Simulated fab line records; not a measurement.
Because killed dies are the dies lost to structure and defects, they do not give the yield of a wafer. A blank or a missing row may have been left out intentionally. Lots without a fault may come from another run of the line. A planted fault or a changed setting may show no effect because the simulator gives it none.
fab line records ; flow n5Finfet
record: lots: 9; wafers: 27; lastDay: 19
route steps=1938 shown STI_FIN_REVEAL@191 DUMMY_GATE@224 BEOL_M4@1111
lots that met no fault: taken from a fault-free run of the same line
startH: hours from the record's first day to the start of the lot's first wafer shown ; waitH: how many hours have passed since the lot's step before this one ; " the same as in the row above ; L1.1+2: several wafers, shown together as one row ; - no value, or no start was given ; * or withheld: withheld ; < > ~ a bound
route shown NAME@n: a module of which the file shows steps, and the number in the route of the first ; usual: mean and standard deviation over wafers with no fault ; same: alike in all rows ; chamber/n: place in a boat ; sites: each site's reading ; _std_site: how widely they spread, as a standard deviation ; _edge_site: mean of outer sites minus mean of inner sites ; radiusMm: for every site, how far away it sits from the centre of the wafer ; mask NAME#n: copy n ; behind: the tool/chamber that last shaped the wafer ; hold: the reason the lot was held/the length of the hold in hours/how it ended ; device: names the non-switching transistor (n, p or np) ; end of line: at the end of the route, the tests of the same wafers ; a step with no rows: only its recipe ; killed: count of dies lost to structure and defects at first sort (not the wafer's yield) ; map: the dies of a wafer, with x for killed, . for not killed, _ for no die there
set.NAME: the setting that was run; set.NAME@STEP: the one run at that earlier step ; model.NAME: the simulator's own value behind a step, which no gauge read
steps of the route over a sample of lots; a table a step, a row a wafer
services: from which hour (startH, from the record's first day; less than 0 if before it) a tool's chamber was out of use, for how many hours, and why
== steps ==
step: N5_STI_FIN_REVEAL_STRIP_24
recipe: chemistry: N2/H2; timeS: 90; powerW: 100; tempC: 40; pressureMtorr: 100; rfFrequencyHz: 6e+07; biasPowerW: 3; n2FlowSccm: 300; h2FlowSccm: 300
usual: chamberPressureMTorr: 100.00/0.083; drypumpMotorCurrentA: 5.9/0.5; oesProductAu: 0.81/0.09; rfVppV: 45.4/0.92; showerheadPlenumPTorr: 3.37/0.12; tempC: 40.01/0.1; throttleValvePct: 12.16/0.24
lot.wafer;tool;chamber;startH;waitH;chamberPressureMTorr;drypumpMotorCurrentA;oesProductAu;rfHoursCounterH;rfVppV;showerheadPlenumPTorr;tempC;throttleValvePct
L375.1;rieDiel-05;3;63.28;0.0;99.97;5.6;0.68;243;45.0;3.32;39.91;12.28
L375.4;rieDiel-05;1;63.28;0.0;100.08;6.2;0.69;239;44.6;3.31;40.01;12.45
L375.6;rieDiel-05;2;63.28;0.0;100.07;5.6;0.78;-;47.1;3.52;39.95;12.30
L376.2;rieDiel-03;1;69.00;0.0;99.98;6.5;0.96;1;46.0;3.46;39.85;11.83
L376.4;rieDiel-03;0;69.00;0.0;99.96;6.0;0.90;30;44.5;3.31;40.05;12.19
L376.5;rieDiel-03;0;69.00;0.0;99.99;6.0;0.90;-;45.4;3.31;40.29;12.16
L377.1;rieDiel-03;1;75.03;0.0;99.99;6.5;0.95;2;44.8;3.46;40.14;11.81
L377.2;rieDiel-03;3;75.03;0.0;99.88;5.6;0.72;202;46.6;3.49;40.14;12.71
L377.6;rieDiel-03;1;75.03;0.0;99.91;6.5;0.95;-;45.9;3.46;40.28;11.82
L378.1;rieDiel-05;1;82.89;0.0;100.04;6.1;0.69;245;44.4;3.31;39.88;12.47
L378.3;rieDiel-05;0;82.89;0.0;100.05;5.4;0.92;13;45.2;3.44;40.10;11.90
L378.4;rieDiel-05;2;82.89;0.0;99.99;5.6;0.77;154;46.4;3.52;39.93;12.33
L379.2;rieDiel-01;1;87.46;0.0;99.89;6.4;0.92;16;46.6;3.34;39.94;11.80
L379.3;rieDiel-01;2;87.46;0.0;99.98;5.4;0.74;170;47.1;3.50;40.03;12.31
L379.6;rieDiel-01;2;87.46;0.0;100.08;5.4;0.73;-;45.5;3.50;39.94;12.30
L389.2;rieDiel-01;0;151.00;0.0;99.98;6.2;0.79;135;44.6;3.24;40.13;12.21
L389.4;rieDiel-01;1;151.00;0.0;100.11;6.4;0.88;40;44.5;3.32;39.67;11.86
L389.6;rieDiel-01;3;151.00;0.0;100.01;5.2;0.76;-;43.5;3.10;39.99;11.99
L390.1;rieDiel-03;0;156.25;0.0;99.96;6.0;0.84;63;46.2;3.29;40.17;12.27
L390.3;rieDiel-03;3;156.25;0.0;100.04;5.6;0.70;227;44.6;3.48;39.91;12.77
L390.4;rieDiel-03;2;156.25;0.0;100.00;6.8;0.84;51;46.3;3.43;39.96;12.16
L391.2;rieDiel-03;3;162.26;0.0;99.96;5.6;0.70;229;44.5;3.48;40.07;12.77
L391.5;rieDiel-03;1;162.26;0.0;100.11;6.5;0.86;-;44.4;3.44;39.86;11.92
L391.6;rieDiel-03;0;162.26;0.0;100.09;6.0;0.84;-;45.0;3.29;40.00;12.28
L392.2;rieDiel-01;0;168.52;0.0;100.05;6.2;0.77;140;45.7;3.24;39.96;12.21
L392.5;rieDiel-01;2;168.52;0.0;99.98;5.4;0.70;-;46.4;3.48;40.21;12.41
L392.6;rieDiel-01;1;168.52;0.0;99.98;6.4;0.85;-;44.5;3.32;39.77;11.88
step: N5_STI_FIN_REVEAL_ETCH_34
recipe: chemistry: H2; mode: isotropic; material: Si; target: Si; targetDepthA: 9.7; tempC: 20; pressureMtorr: 4.5; icpW: 300; biasW: 0; h2FlowSccm: 7.5; heFlowSccm: 142.5
usual: chamberPressureMTorr: 4.500/0.0046; drypumpMotorCurrentA: 5.7/0.53; heBacksideLeakSccm: 2.7/0.31; oesProductAu: 1.001/0.012; tempC: 20.00/0.11; throttleValvePct: 25.6/0.42
lot.wafer;tool;chamber;startH;waitH;chamberPressureMTorr;drypumpMotorCurrentA;heBacksideLeakSccm;oesProductAu;rfHoursCounterH;tempC;throttleValvePct
L375.1;rieSi-05;2;65.61;0.2;4.503;5.8;3.3;1.013;124;19.75;25.7
L375.4;rieSi-05;1;65.61;0.2;4.501;4.9;2.7;1.003;68;20.03;25.5
L375.6;rieSi-05;0;65.61;0.2;4.497;6.4;2.7;0.984;-;20.04;25.3
L376.2;rieSi-05;1;71.33;0.1;4.503;4.9;2.5;1.007;68;20.05;25.5
L376.4;rieSi-05;0;71.33;0.1;4.497;6.4;2.7;0.996;4;19.87;25.3
L376.5;rieSi-05;0;71.33;0.1;4.507;6.4;2.7;0.992;-;20.04;25.3
L377.1;rieSi-05;2;77.35;0.2;4.503;5.8;3.4;1.017;124;20.18;25.6
L377.2;rieSi-05;0;77.35;0.2;4.501;6.4;2.6;1.002;4;19.80;25.3
L377.6;rieSi-05;3;77.35;0.2;4.503;5.7;2.5;1.000;-;20.09;26.3
L378.1;rieSi-03;1;85.20;0.2;4.501;6.4;2.3;0.994;80;20.12;25.1
L378.3;rieSi-03;0;85.20;0.2;4.500;5.0;2.5;0.988;67;19.97;26.1
L378.4;rieSi-03;3;85.20;0.2;4.506;5.8;2.4;1.003;55;20.23;26.1
L379.2;rieSi-05;3;89.76;0.1;4.509;5.6;2.5;1.001;5;19.76;26.3
L379.3;rieSi-05;2;89.76;0.1;4.498;5.8;3.3;1.023;125;20.05;25.7
L379.6;rieSi-05;0;89.76;0.1;4.502;6.4;2.7;0.995;-;19.92;25.3
L389.2;rieSi-03;2;153.35;0.1;4.501;5.7;2.8;1.024;0;19.99;25.4
L389.4;rieSi-03;0;153.35;0.1;4.500;5.0;2.4;0.991;-;19.99;26.1
L389.6;rieSi-03;1;153.35;0.1;4.497;6.4;2.3;0.998;-;20.03;25.1
L390.1;rieSi-03;1;158.60;0.2;4.503;6.4;2.5;0.994;82;19.85;25.1
L390.3;rieSi-03;0;158.60;0.2;4.496;5.0;2.4;0.996;68;19.80;26.1
L390.4;rieSi-03;1;158.60;0.2;4.497;6.4;2.5;0.979;-;19.95;25.1
L391.2;rieSi-01;0;164.58;0.1;4.498;6.0;2.6;1.002;1;19.96;25.3
L391.5;rieSi-01;2;164.58;0.1;4.503;5.7;3.5;0.990;-;20.03;25.2
L391.6;rieSi-01;3;164.58;0.1;4.497;6.3;2.7;1.012;-;19.97;25.7
L392.2;rieSi-03;2;170.82;0.1;4.499;5.7;2.8;1.016;1;19.71;25.4
L392.5;rieSi-03;2;170.82;0.1;4.499;5.7;2.7;1.009;-;19.80;25.4
L392.6;rieSi-03;0;170.82;0.1;4.499;5.0;2.4;0.991;-;20.08;26.1
step: N5_STI_FIN_REVEAL_INSPECT_13
recipe: inspectInstrument: darkfield; mode: postClean
usual: rawDefectCount: 11/5.7
lot.wafer;tool;chamber;startH;waitH;rawDefectCount
L375.1;defectInspect-02;-;66.32;0.0;15
L375.4;defectInspect-02;-;66.32;0.0;12
L375.6;defectInspect-02;-;66.32;0.0;13
L376.2;defectInspect-02;-;72.03;0.0;5
L376.4;defectInspect-02;-;72.03;0.0;10
L376.5;defectInspect-02;-;72.03;0.0;12
L377.1;defectInspect-02;-;78.05;0.0;7
L377.2;defectInspect-02;-;78.05;0.0;7
L377.6;defectInspect-02;-;78.05;0.0;4
L378.1;defectInspect-02;-;86.08;0.0;14
L378.3;defectInspect-02;-;86.08;0.0;5
L378.4;defectInspect-02;-;86.08;0.0;6
L379.2;defectInspect-01;-;90.46;0.0;5
L379.3;defectInspect-01;-;90.46;0.0;5
L379.6;defectInspect-01;-;90.46;0.0;8
L389.2;defectInspect-02;-;154.05;0.0;11
L389.4;defectInspect-02;-;154.05;0.0;10
L389.6;defectInspect-02;-;154.05;0.0;11
L390.1;defectInspect-02;-;159.30;0.0;10
L390.3;defectInspect-02;-;159.30;0.0;10
L390.4;defectInspect-02;-;159.30;0.0;22
L391.2;defectInspect-01;-;165.28;0.0;6
L391.5;defectInspect-01;-;165.28;0.0;11
L391.6;defectInspect-01;-;165.28;0.0;10
L392.2;defectInspect-01;-;171.52;0.0;29
L392.5;defectInspect-01;-;171.52;0.0;16
L392.6;defectInspect-01;-;171.52;0.0;12
step: N5_DUMMY_GATE_COAT_28
recipe: resist: underlayer; tempC: 205; timeS: 60; spinRpm: 1500; resistThkNm: 10
usual: spinSpeedRpm: 1500.0/1
lot.wafer;tool;chamber;startH;waitH;spinSpeedRpm
L376.2;lithoTrack-02;0;81.75;-;1498.8
L376.4;lithoTrack-02;0;81.75;-;1501.0
L376.5;lithoTrack-02;0;81.75;-;1501.2
L375.1;lithoTrack-02;0;83.06;-;1500.0
L375.4;lithoTrack-02;0;83.06;-;1499.1
L375.6;lithoTrack-02;0;83.06;-;1500.6
L377.1;lithoTrack-02;0;89.66;-;1344.4
L377.2;lithoTrack-02;0;89.66;-;1345.2
L377.6;lithoTrack-02;0;89.66;-;1344.2
L378.1;lithoTrack-02;0;96.14;-;1345.0
L378.3;lithoTrack-02;0;96.14;-;1345.4
L378.4;lithoTrack-02;0;96.14;-;1344.8
L379.2;lithoTrack-02;0;98.68;-;1346.5
L379.3;lithoTrack-02;0;98.68;-;1345.3
L379.6;lithoTrack-02;0;98.68;-;1345.5
L389.2;lithoTrack-05;0;164.09;-;1500.0
L389.4;lithoTrack-05;0;164.09;-;1502.2
L389.6;lithoTrack-05;0;164.09;-;1501.5
L390.1;lithoTrack-05;0;167.52;-;1501.3
L390.3;lithoTrack-05;0;167.52;-;1499.2
L390.4;lithoTrack-05;0;167.52;-;1501.2
L391.2;lithoTrack-01;0;174.43;-;1501.2
L391.5;lithoTrack-01;0;174.43;-;1500.6
L391.6;lithoTrack-01;0;174.43;-;1501.9
L392.2;lithoTrack-02;0;179.74;-;1501.0
L392.5;lithoTrack-02;0;179.74;-;1501.2
L392.6;lithoTrack-02;0;179.74;-;1499.7
step: N5_BEOL_M4_RC_MEAS_101
usual: DIBL_N: 36.0/1.7; DIBL_P: 36.2/1.9; IOFF_N: 0.154/0.028; IOFF_P: 0.21/0.036; ION_N: 675/11; ION_P: 463/8.3; SS_N: 71.4/0.63; SS_P: 73.2/0.55; VT_N: 250.2/3; VT_P: -251/3.7
lot.wafer;tool;chamber;startH;waitH;DIBL_N[mV/V];DIBL_P[mV/V];IOFF_N[nA/um];IOFF_P[nA/um];ION_N[uA/um];ION_P[uA/um];SS_N[mV/dec];SS_P[mV/dec];VT_N[mV];VT_P[mV]
L375.1;prober-01;0;262.57;0.0;38.5;40.8;0.191;0.23;689;469;71.7;73.7;247.8;-248
L375.4;prober-01;0;262.57;0.0;34.9;36.2;0.124;0.17;654;455;71.2;73.0;255.7;-254
L375.6;prober-01;0;262.57;0.0;37.2;39.1;0.178;0.20;700;465;71.2;74.1;246.3;-252
L376.2;prober-02;0;264.84;0.2;34.7;35.6;0.134;0.18;666;460;71.4;72.7;252.2;-252
L376.4;prober-02;0;264.84;0.2;35.7;36.4;0.155;0.20;679;461;71.4;72.8;248.9;-251
L376.5;prober-02;0;264.84;0.2;35.7;36.5;0.146;0.19;674;465;71.2;72.5;249.6;-251
L377.1;prober-01;0;269.35;0.0;36.9;37.4;0.154;0.20;673;455;71.7;73.4;252.1;-252
L377.2;prober-01;0;269.35;0.0;35.5;35.5;0.126;0.18;660;455;72.1;72.6;252.8;-252
L377.6;prober-01;0;269.35;0.0;36.7;36.4;0.142;0.18;670;455;71.4;73.1;250.3;-254
L378.1;prober-01;0;276.31;0.0;32.5;32.9;0.102;0.15;657;452;70.8;71.7;255.7;-254
L378.3;prober-01;0;276.31;0.0;35.8;37.7;0.158;0.21;673;465;71.1;73.0;249.3;-248
L378.4;prober-01;0;276.31;0.0;33.1;34.8;0.113;0.17;662;463;70.6;72.3;252.1;-254
L379.2;prober-02;0;282.07;0.2;35.3;34.8;0.139;0.19;680;463;71.2;73.5;248.6;-253
L379.3;prober-02;0;282.07;0.2;37.6;36.5;0.168;0.21;674;459;72.3;73.3;250.2;-250
L379.6;prober-02;0;282.07;0.2;35.9;35.5;0.142;0.19;670;453;71.2;73.5;251.0;-254
L389.2;prober-01;0;340.00;0.2;35.2;32.4;0.128;0.17;662;459;70.8;72.1;256.1;-253
L389.4;prober-01;0;340.00;0.2;33.8;32.5;0.107;0.17;669;462;70.2;72.8;258.0;-255
L389.6;prober-01;0;340.00;0.2;36.6;35.7;0.150;0.22;673;466;71.1;72.9;251.3;-248
L390.1;prober-01;0;342.37;0.0;35.8;35.9;0.150;0.18;663;453;71.1;72.5;251.4;-251
L390.3;prober-01;0;342.37;0.0;36.0;36.7;0.158;0.20;665;462;71.2;72.8;247.5;-249
L390.4;prober-01;0;342.37;0.0;39.1;38.8;0.214;0.23;697;468;71.9;73.2;244.7;-251
L391.2;prober-02;0;342.68;0.2;37.4;39.0;0.203;0.29;690;476;71.6;74.1;243.0;-243
L391.5;prober-02;0;342.68;0.2;37.1;37.7;0.182;0.27;676;471;71.2;73.0;246.8;-244
L391.6;prober-02;0;342.68;0.2;34.3;34.6;0.134;0.21;668;466;70.7;72.8;252.2;-243
L392.2;prober-01;0;344.31;0.2;36.7;35.6;0.158;0.24;666;465;71.5;73.4;252.7;-247
L392.5;prober-01;0;344.31;0.2;37.2;37.2;0.174;0.26;677;471;71.2;73.7;247.7;-243
L392.6;prober-01;0;344.31;0.2;36.0;34.8;0.164;0.23;686;477;71.5;73.0;248.4;-247
== services ==
tool;chamber;startH;hours;kind
rieDiel-03;1;42.06;-;clean
rieDiel-03;1;42.06;-;consumableReplace:focusRing
rieDiel-03;1;42.06;20.8;scheduledDown
rieDiel-03;1;42.06;20.8;ventCycle
rieDiel-05;2;60.15;2.0;repair
rieDiel-05;1;84.10;21.9;repair
rieDiel-05;3;96.30;1.8;repair
rieDiel-05;2;100.11;16.3;repair
rieSi-01;0;110.99;-;clean
rieSi-01;0;110.99;24.2;scheduledDown
rieSi-01;0;110.99;24.2;ventCycle
rieDiel-05;1;116.46;-;clean
rieDiel-05;1;116.46;-;consumableReplace:focusRing
rieSi-03;2;117.71;-;clean
rieSi-03;2;117.71;30.0;scheduledDown
rieSi-03;2;117.71;30.0;ventCycle
rieDiel-05;3;119.45;6.4;repair
lithoTrack-02;-;124.39;-;consumableReplace:filter
rieDiel-05;3;134.83;-;clean
rieDiel-05;3;134.83;-;consumableReplace:focusRing
rieDiel-05;3;134.83;29.9;scheduledDown
rieDiel-05;3;134.83;29.9;ventCycle
rieSi-03;3;139.42;31.8;repair
rieDiel-03;2;157.49;2.7;repair
== key ==
firstSign: step: N5_DUMMY_GATE_COAT_28; reading: spinSpeedRpm; direction: down; sigmas: 99+; usual: *; struck: *
effect none on later readings
metAt N5_DUMMY_GATE_COAT_28
struckLots L377,L378,L379
notActingAt N5_STI_FIN_REVEAL_STRIP_24,N5_STI_FIN_REVEAL_ETCH_34,N5_STI_FIN_REVEAL_INSPECT_13
onsetBetween 83.06 89.66
fault: kind: processParameterDrift; tool: lithoTrack-02; chamber: -; onsetH: 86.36; steps: N5_DUMMY_GATE_COAT_28; channel: spinRpm; offset: *; shape: step; endH: 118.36; actsIn: *; stated: *
